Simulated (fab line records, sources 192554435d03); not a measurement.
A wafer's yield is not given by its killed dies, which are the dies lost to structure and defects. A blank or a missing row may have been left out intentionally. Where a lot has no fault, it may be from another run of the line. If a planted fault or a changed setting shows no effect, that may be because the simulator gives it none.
fab line records / flow n5_finfet
[record] lots = 3 wafers = 9 last_day = 13
route steps=1938 shown BEOL_M9@1433 BEOL_M10@1470 PASSIVATION@1936
lots that met no fault: from a run of the same line without faults
start_h: the number of hours between the record's first day and the start of the first shown wafer of the lot / wait_h: hours elapsed since this lot's preceding step / " as in the row above / L1.1+2: a row that stands for several wafers / - either no value or no given start / * or withheld: withheld / < > ~ a bound
route shown NAME@n: a module of which the file shows steps, and the number in the route of the first / usual: mean/standard deviation of fault-free wafers / same: alike in all rows / chamber/n: place in a boat / sites: the reading at each site / _std_site: the standard deviation of these / _edge_site: outer sites' mean less inner sites' / radius_mm: how far each site lies from the wafer's centre / mask NAME#n: copy n / behind: tool/chamber where the wafer was last shaped / hold: why the lot was held/for how many hours/how that ended / device: the transistor (n, p or np) that didn't switch / end of line: the route-end tests of the same wafers / for a step that has no rows: nothing shown but its recipe / killed: the dies lost at the first sort to structure and to defects; this is not the yield of the wafer / map: dies across one wafer; x = killed, . = not, _ = none there
set.NAME: the setting that was run; set.NAME@STEP: the one run at that earlier step / model.NAME: the simulator's own value behind a step, which no gauge read
lots at some steps of the route; a table a step, a row a wafer
services: when a tool's chamber went out of use (start_h, in hours from the record's first day, below 0 if earlier), for how many hours, and the reason
[[steps]]
[step N5_BEOL_M9_DEVELOP_27]
[recipe] develop_time_s = 30 developer = TMAH resist = CAR-EUV rinse_liquid = surfactant_rinse dry = air_spin dev_temp_c = 23
[step N5_BEOL_M9_DESCUM_33]
[recipe] chemistry = O2 time_s = 7 source_power_w = 50 bias_power_w = 20 pressure_mtorr = 20 rf_frequency_hz = 2.712e+07 temp_c = 40 resist = CAR-EUV o2_flow_sccm = 225
[step N5_BEOL_M9_ETCH_76]
[recipe] chemistry = N2/H2 target = underlayer target_depth_a = 65 mask_material = CAR-EUV time_s = 5.2 ion_energy_ev = 200 pressure_mtorr = 30 source_w = 840 bias_w = 150 n2_flow_sccm = 200 h2_flow_sccm = 200 ends = cleared
[step N5_BEOL_M9_ETCH_65]
[recipe] chemistry = CF4 target = SiARC target_depth_a = 156 mask_material = CAR-EUV time_s = 26 ion_energy_ev = 80 pressure_mtorr = 40 source_w = 545 bias_w = 36 Ar_flow_sccm = 100 cf4_flow_sccm = 100 ends = cleared
[step N5_BEOL_M9_ETCH_66]
[recipe] chemistry = N2/H2 target = SOC target_depth_a = 800 overetch_a = 160 mask_material = SiARC temp_c = 40 time_s = 120 ion_energy_ev = 200 pressure_mtorr = 30 source_w = 840 bias_w = 150 n2_flow_sccm = 200 h2_flow_sccm = 200
[step N5_BEOL_M9_STRIP_69]
[recipe] chemistry = N2/H2 temp_c = 40 n2_flow_sccm = 200 h2_flow_sccm = 200 rf_frequency_hz = 6e+07
[step N5_BEOL_M9_STRIP_77]
[recipe] chemistry = N2/H2 temp_c = 40 n2_flow_sccm = 200 h2_flow_sccm = 200 rf_frequency_hz = 6e+07
[step N5_BEOL_M9_VIA_ETCH_34]
[recipe] chemistry = C4F6/O2 target = SiCOH_lowk target_depth_a = 1824 mask_material = SOC taper_deg = 4 time_s = 68.4 ion_energy_ev = 250 pressure_mtorr = 30 source_w = 345 bias_w = 185 Ar_flow_sccm = 300 C4F6_flow_sccm = 10 O2_flow_sccm = 10
[step N5_BEOL_M9_STRIP_73]
[recipe] chemistry = C4F6/O2 resist = SiARC rf_frequency_hz = 6e+07
[step N5_BEOL_M9_STRIP_36]
[recipe] chemistry = N2/H2 power_w = 450 temp_c = 40 pressure_mtorr = 20 rf_frequency_hz = 6e+07 overash_fraction = 0.3 bias_power_w = 7 h2_frac = 0.5 n2_flow_sccm = 200 h2_flow_sccm = 200
[usual] drypump_motor_current_A = 5.6/0.54 oes_product_au = 0.82/0.11 power_w = 450.0/1.4 rf_vpp_V = 59.3/1.5 showerhead_plenum_p_Torr = 2.52/0.096 throttle_valve_pct = 23.5/0.46
lot.wafer=L714.3 tool=rie_diel-05 chamber=2 start_h=230.17 wait_h=0.0 drypump_motor_current_A=5.7 oes_product_au=0.66 power_w=446.5 rf_hours_counter_h=256 rf_vpp_V=59.8 showerhead_plenum_p_Torr=2.59 throttle_valve_pct=22.9
lot.wafer=L714.5 tool=rie_diel-05 chamber=3 start_h=230.17 wait_h=0.0 drypump_motor_current_A=5.0 oes_product_au=0.95 power_w=448.7 rf_hours_counter_h=- rf_vpp_V=57.8 showerhead_plenum_p_Torr=2.48 throttle_valve_pct=22.8
lot.wafer=L714.6 tool=rie_diel-05 chamber=2 start_h=230.17 wait_h=0.0 drypump_motor_current_A=5.7 oes_product_au=0.64 power_w=448.9 rf_hours_counter_h=- rf_vpp_V=57.9 showerhead_plenum_p_Torr=2.59 throttle_valve_pct=22.9
lot.wafer=L717.1 tool=rie_diel-04 chamber=3 start_h=243.89 wait_h=0.0 drypump_motor_current_A=6.1 oes_product_au=0.76 power_w=451.4 rf_hours_counter_h=146 rf_vpp_V=60.5 showerhead_plenum_p_Torr=2.43 throttle_valve_pct=23.4
lot.wafer=L717.4 tool=rie_diel-04 chamber=2 start_h=243.89 wait_h=0.0 drypump_motor_current_A=6.3 oes_product_au=0.68 power_w=450.1 rf_hours_counter_h=238 rf_vpp_V=57.8 showerhead_plenum_p_Torr=2.51 throttle_valve_pct=24.1
lot.wafer=L717.6 tool=rie_diel-04 chamber=1 start_h=243.89 wait_h=0.0 drypump_motor_current_A=5.0 oes_product_au=0.70 power_w=451.4 rf_hours_counter_h=- rf_vpp_V=57.3 showerhead_plenum_p_Torr=2.41 throttle_valve_pct=23.7
lot.wafer=L719.3 tool=rie_diel-04 chamber=1 start_h=260.54 wait_h=0.0 drypump_motor_current_A=5.0 oes_product_au=0.69 power_w=449.9 rf_hours_counter_h=190 rf_vpp_V=61.0 showerhead_plenum_p_Torr=2.41 throttle_valve_pct=23.7
lot.wafer=L719.4 tool=rie_diel-04 chamber=2 start_h=260.54 wait_h=0.0 drypump_motor_current_A=6.3 oes_product_au=0.69 power_w=449.7 rf_hours_counter_h=243 rf_vpp_V=58.3 showerhead_plenum_p_Torr=2.50 throttle_valve_pct=24.1
lot.wafer=L719.6 tool=rie_diel-04 chamber=0 start_h=260.54 wait_h=0.0 drypump_motor_current_A=5.1 oes_product_au=0.69 power_w=450.8 rf_hours_counter_h=- rf_vpp_V=57.3 showerhead_plenum_p_Torr=2.40 throttle_valve_pct=23.5
[step N5_BEOL_M9_TRENCH_ETCH_37]
[recipe] chemistry = C4F6/O2 target_depth_a = 1514.3 target = SiCOH_lowk time_s = 49 ion_energy_ev = 250 pressure_mtorr = 30 source_w = 345 bias_w = 185 Ar_flow_sccm = 300 C4F6_flow_sccm = 10 O2_flow_sccm = 10
[step N5_BEOL_M9_ETCH_41]
[recipe] chemistry = CH3F/O2 target = SiCN target_depth_a = 366 taper_deg = 2 time_s = 70.1 ion_energy_ev = 120 mask_material = TiN pressure_mtorr = 30 source_w = 395 bias_w = 75 Ar_flow_sccm = 150 CH3F_flow_sccm = 30 O2_flow_sccm = 20
[step N5_BEOL_M9_STRIP_80]
[recipe] chemistry = N2/H2 time_s = 10 power_w = 450 temp_c = 40 pressure_mtorr = 20 rf_frequency_hz = 6e+07 bias_power_w = 7 n2_flow_sccm = 200 h2_flow_sccm = 200
[step N5_BEOL_M9_HM_STRIP_39]
[recipe] chemistry = peroxide_tin_strip material = TiN target_depth_a = 250 temp_c = 50 time_s = 158
[step N5_BEOL_M9_SRD_40]
[recipe] time_s = 30 temp_c = 23 rinse_liquid = diw dry = ipa_marangoni
[step N5_BEOL_M9_PRECLEAN_42]
[recipe] chemistry = residue_remover time_s = 60 temp_c = 40
[step N5_BEOL_M9_SRD_43]
[recipe] time_s = 30 temp_c = 23 rinse_liquid = diw dry = ipa_marangoni
[step N5_BEOL_M9_CURE_72]
[recipe] temp_c = 370 time_s = 120 ambient = DMADMS/He material = SiCOH_lowk
[step N5_BEOL_M9_DEGAS_44]
[recipe] ambient = vacuum temp_c = 250 time_s = 60
[step N5_BEOL_M9_PRE_CLEAN_45]
[recipe] gas = H2/He time_s = 30 temp_c = 250
[step N5_BEOL_M9_ALD_74]
[recipe] material = TaN target_thk_a = 20 temp_c = 275 ald_precursor_family = PDMAT ald_co_reactant = NH3 pressure_torr = 3 carrier_flow_sccm = 1500 pulse_time_s = 2 purge_time_s = 3 co_reactant_purge_time_s = 2 co_reactant_pulse_time_s = 3 ald_cycles = 40 precursor_vessel_temp_c = 75 precursor_vessel_pressure_torr = 26.25 precursor_vessel_carrier_sccm = 1000
[step N5_BEOL_M9_SURFACE_TREAT_79]
[recipe] gas = Ar time_s = * ion_energy_ev = * ion_current_ma_cm2 = 0.5 pressure_mtorr = * ar_flow_sccm = 30
[step N5_BEOL_M9_CVD_78]
[recipe] material = Co target_thk_a = 20 temp_c = withheld precursor = CCTBA/H2 pressure_torr = 30 time_s = 138.9
[step N5_BEOL_M9_SPUTTER_48]
[recipe] material = Cu target_thk_a = 120 temp_c = -20 bias_v = 60 power_w = 26000 chamber_pressure_pa = 0.13 time_s = 2
[step N5_BEOL_M9_ECD_50]
[recipe] material = Cu target_thk_a = 3180
[step N5_BEOL_M9_ANNEAL_51]
[recipe] temp_c = 225 time_s = 90 ambient = N2
[step N5_BEOL_M9_CMP_52]
[recipe] stop_on = SiCOH_lowk t_overpolish_s = 7 down_force_psi = 1 platen_rpm = 50 clearing_platen_down_force_psi = 1.5 clearing_platen_rpm = 50 post_cmp_clean = cu_alkaline target_thk_nm = 140 clearing_platen_pad_velocity_m_s = 0.99484 pad_velocity_m_s = 0.99484
[step N5_BEOL_M9_PRE_CLEAN_55]
[recipe] gas = NH3 time_s = 15 temp_c = withheld rf_power_w = 300
[step N5_BEOL_M9_DEP_56]
[recipe] material = SiCN target_thk_a = 150 temp_c = withheld precursor = 3MS/NH3 pressure_torr = 3 rf_w = 202 time_s = 26.5
[step N5_BEOL_M10_ILD_DEP_00]
[recipe] material = SiCOH_lowk target_thk_a = 3085.1 temp_c = 300 precursor = DEMS/porogen pressure_torr = 5 rf_w = 500 time_s = 58
[step N5_BEOL_M10_CURE_71]
[recipe] temp_c = 385 time_s = 240 ambient = He/Ar material = SiCOH_lowk
[step N5_BEOL_M10_PECVD_70]
[recipe] material = SiO2 target_thk_a = 200 temp_c = 400 precursor = TEOS/O2 pressure_torr = 5.5 rf_w = 450 teos_flow_sccm = 53.8 gas = O2 flow_sccm = 3000 time_s = 22.7
[step N5_BEOL_M10_HM_DEP_02]
[recipe] material = TiN target_thk_a = 200 temp_c = 25 chamber_pressure_pa = 0.49996
[step N5_PASSIVATION_PROBE_49]
[usual] defect_limited_yield = 91.5/1.6 killed_at_M0_to_M3 = 33/10 killed_at_M4_up = 13/5.6 killed_at_contacts = 13/6 killed_at_front_end = 39/12 killed_at_other = 3.0/2.8 killed_dies = 101/19 killed_on_rim = 13/4 killed_open = 65/13 killed_short = 32/8.3 sort_bin_5_function = 5.0/1 sort_bin_6_memory = 3.1/0.69 sort_n_pass = 1079/19 sort_yield_pct = 91.5/1.6
[same] gross_dies = 1180 killed_at_back_side = 0 sort_bin_4_leakage[%] = 0 sort_bin_8_speed[%] = 0
lot.wafer=L719.3 tool=prober-02 chamber=- start_h=323.71 wait_h=0.1 defect_limited_yield[%]=91.3 killed_at_M0_to_M3=29 killed_at_M4_up=21 killed_at_contacts=19 killed_at_front_end=33 killed_at_other=1 killed_dies=103 killed_on_rim=8 killed_open=70 killed_short=30 sort_bin_5_function[%]=6.3 sort_bin_6_memory[%]=2.0 sort_n_pass=1077 sort_yield_pct[%]=91.3
lot.wafer=L719.4 tool=prober-02 chamber=- start_h=323.76 wait_h=0.2 defect_limited_yield[%]=84.4 killed_at_M0_to_M3=46 killed_at_M4_up=66 killed_at_contacts=24 killed_at_front_end=45 killed_at_other=3 killed_dies=184 killed_on_rim=38 killed_open=77 killed_short=39 sort_bin_5_function[%]=9.1 sort_bin_6_memory[%]=3.2 sort_n_pass=996 sort_yield_pct[%]=84.4
lot.wafer=L719.6 tool=prober-02 chamber=- start_h=323.86 wait_h=0.3 defect_limited_yield[%]=90.0 killed_at_M0_to_M3=23 killed_at_M4_up=13 killed_at_contacts=31 killed_at_front_end=51 killed_at_other=0 killed_dies=118 killed_on_rim=12 killed_open=72 killed_short=35 sort_bin_5_function[%]=5.8 sort_bin_6_memory[%]=3.0 sort_n_pass=1062 sort_yield_pct[%]=90.0
// killed by level:class
L719.3 BEOL_M4:geometric_particle:open=15 MOL_CONTACT_COAG:geometric_particle:open=15 BEOL_M0_SAQP:geometric_particle:open=11 FIN_SAQP:geometric_particle:short=9 STI_FIN_REVEAL:geometric_particle:open=7 BEOL_M0_SAQP:geometric_particle:short=6 BEOL_M3:geometric_particle:open=6 FIN_SAQP:geometric_particle:open=5
L719.4 BEOL_M9:unspecified=61 MOL_CONTACT_COAG:geometric_particle:open=22 FIN_SAQP:geometric_particle:short=9 BEOL_M0_SAQP:geometric_particle:open=9 BEOL_M3:geometric_particle:open=9 BEOL_M0_SAQP:geometric_particle:short=7 STARTING-WAFER:geometric_particle:open=6 HKMG_FIN:area_etch=6
L719.6 MOL_CONTACT_COAG:geometric_particle:open=22 HKMG_FIN:area_etch=10 BEOL_M4:geometric_particle:open=9 DUMMY_GATE:geometric_particle:open=8 MOL_CONTACT_COAG:geometric_particle:short=8 FIN_SAQP:geometric_particle:short=7 FIN_SAQP:geometric_particle:open=6 GATE_CUT:geometric_particle:short=6
// map L719.4 (x killed, . not)
_________________x.x.x.x.....________________
______________x...x.......x.x..x_____________
___________xxxx........x...........__________
__________xxxxxxx..........x........_________
________xxxxxxxx.................x...._______
_______xxxxxxxxx.............x.........______
______xxxxxxxxx........................._____
_____xxxxxxxx.......x............xx......____
____xxxxxxxx..x......x.......x..x.....x...___
___..xx.xxx..........x...xx........x.......__
___x..xx.x............x....x.x.........x...__
__.x...x..x..................x.....xx......._
__...x.x.................x..........x......._
_.............x..............x.........x...x.
_.........x.x.....x..........................
_......................x..............x......
_.........................x.....xx..xx.......
_...x..x...x...............................x.
_.....x......x..x........xx...........x......
_......x.............x............x.x....x..x
_....x.......................................
__.......x.....x..........................x._
__.................x..x.xx....x.xx.........._
___..........x...........xx....x...........__
___x........x................x.........x...__
____.x.................................x.x___
_____......x.x.x.........xx..x....x....x.____
______..x...........x............x......_____
_______..........x.............x.x.....______
________....x........x....xx.........._______
__________x...............x...x....x_________
___________xx...x..x..x...x....x...__________
______________...x.x............_____________
_________________............________________
// map L717.4 (x killed, . not)
_________________.....x......________________
______________...........x......_____________
___________.................x...x..__________
__________.............xx..........x_________
________.x......x.x.x................._______
_______.........x.x..xx..x......x......______
______..........x.........x............._____
_____.....x......x......................x____
____..............x...................x...___
___.........x...x......................x...__
___..........x.xx.....x.....x..............__
__..........x.x.....x.....x................._
__.................x.....xx........x...x...._
_...................................x......x.
_....................x.......x...............
_...........x.x.................x.......xx...
_.x.........x....x...........x...............
_..........x..x....................x.........
_...x..........x........x.................x..
_..x.........x...xx......xxx...xx............
_..........x...........................x.x...
__..x..........x....x....x.........x........_
__................x.....x.x.............x..._
___.......x....................x.......x...__
___..............x........x..x........x...x__
____......x.x.x..........x.x.x............___
_____..........x.......x........x........____
______.................................._____
_______.x..x..............x.x......x...______
________............x........x........_______
__________....x....................._________
___________...x.xx.................__________
______________..............x..._____________
_________________............________________
[[services]]
tool=rie_diel-05 chamber=1 start_h=212.43 hours=- kind=clean
tool=rie_diel-05 chamber=1 start_h=212.43 hours=- kind=consumable_replace:focus_ring
tool=rie_diel-05 chamber=1 start_h=212.43 hours=- kind=consumable_replace:showerhead
tool=rie_diel-05 chamber=1 start_h=212.43 hours=30.8 kind=scheduled_down
tool=rie_diel-05 chamber=1 start_h=212.43 hours=30.8 kind=vent_cycle
tool=rie_diel-05 chamber=2 start_h=243.42 hours=- kind=clean
tool=rie_diel-05 chamber=2 start_h=243.42 hours=- kind=consumable_replace:focus_ring
tool=rie_diel-05 chamber=2 start_h=243.42 hours=18.1 kind=scheduled_down
tool=rie_diel-05 chamber=2 start_h=243.42 hours=18.1 kind=vent_cycle
[[key]]
[first_sign] step = N5_PASSIVATION_PROBE_49 reading = killed_at_M4_up direction = up sigmas = 9.6 usual = 13 struck = 66
[effect] step = N5_PASSIVATION_PROBE_49 reading = defect_limited_yield direction = down sigmas = 4.4 usual = 91.5 struck = 84.4
[more_kills_born_at] N5_BEOL_M9_STRIP_36@rie_diel-04 = 61
met_at N5_BEOL_M9_STRIP_36
struck_wafers L719.4
[baseline_loss] step = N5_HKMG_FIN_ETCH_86 wafers = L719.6
onset_between 243.89 260.54
[fault] kind = chamber_particle_source tool = rie_diel-04 chamber = 2 onset_h = 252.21 steps = N5_BEOL_M9_STRIP_36 rate_per_visit_cm2 = 1.5853 end_h = 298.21
// baseline_loss: these wafers lose ten dies or more at that step, a loss of the line's own and not of a fault; the sort's usual values leave them out
